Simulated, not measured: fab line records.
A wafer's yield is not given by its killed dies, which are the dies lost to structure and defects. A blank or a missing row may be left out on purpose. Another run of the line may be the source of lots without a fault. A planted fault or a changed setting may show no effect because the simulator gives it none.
Chamber matching || flow nand harc || 3 sister chambers for NHARC_P_M2_PRE_CLEAN_32 on pecvd-02
The step time 12 s. 6 wafers are shown with their chamber, then 11 later ones without.

WAFERS PAIRED WITH THEIR CHAMBERS
{"wafer": "L085.4", "chamber": 1, "heater power w (W)": 628}
{"wafer": "L085.6", "chamber": 0, "heater power w (W)": 612}
{"wafer": "L087.2", "chamber": 0, "heater power w (W)": 616}
{"wafer": "L087.4", "chamber": 2, "heater power w (W)": 653}
{"wafer": "L087.5", "chamber": 1, "heater power w (W)": 615}
{"wafer": "L088.1", "chamber": 2, "heater power w (W)": 627}

WAFERS MISSING THEIR CHAMBER
{"wafer": "L088.5", "heater power w (W)": 643}
{"wafer": "L088.6", "heater power w (W)": 641}
{"wafer": "L091.1", "heater power w (W)": 554}
{"wafer": "L091.3", "heater power w (W)": 648}
{"wafer": "L091.4", "heater power w (W)": 532}
{"wafer": "L093.2", "heater power w (W)": 536}
{"wafer": "L093.3", "heater power w (W)": 564}
{"wafer": "L093.4", "heater power w (W)": 542}
{"wafer": "L096.4", "heater power w (W)": 558}
{"wafer": "L096.5", "heater power w (W)": 662}
{"wafer": "L096.6", "heater power w (W)": 637}

WHICH CHAMBER EACH ONE RAN IN
{"wafer": "L088.5", "from the rows above": "can't be placed: 2 or 1", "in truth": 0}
{"wafer": "L088.6", "from the rows above": "can't be placed: 2 or 1", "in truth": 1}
{"wafer": "L091.1", "from the rows above": "can't be placed: 0 or 1", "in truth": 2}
{"wafer": "L091.3", "from the rows above": "can't be placed: 2 or 1", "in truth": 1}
{"wafer": "L091.4", "from the rows above": "can't be placed: 0 or 1", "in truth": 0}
{"wafer": "L093.2", "from the rows above": "can't be placed: 0 or 1", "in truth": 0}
{"wafer": "L093.3", "from the rows above": "can't be placed: 0 or 1", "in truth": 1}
{"wafer": "L093.4", "from the rows above": "can't be placed: 0 or 1", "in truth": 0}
{"wafer": "L096.4", "from the rows above": "can't be placed: 0 or 1", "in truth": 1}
{"wafer": "L096.5", "from the rows above": "can't be placed: 2 or 1", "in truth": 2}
{"wafer": "L096.6", "from the rows above": "can't be placed: 2 or 1 or 0", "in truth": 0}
0 of 11 placed correctly. From these rows, 11 cannot be placed; in 9 the true chamber is one of the candidates. Wrongly placed: 0.
How it was worked out, from the rows above alone: a wafer's distance from a chamber is the root of the sum, over the readings, of the square of ((its reading less the chamber's mean) divided by the reading's scatter). The wafer belongs to the nearest chamber; if the next one is less than 2 further off, it can't be placed. A chamber's mean is the mean of its shown wafers. The scatter: take each reading less its chamber's mean, square it, sum over the shown wafers, divide by the number of wafers less the number of chambers, and take the root.
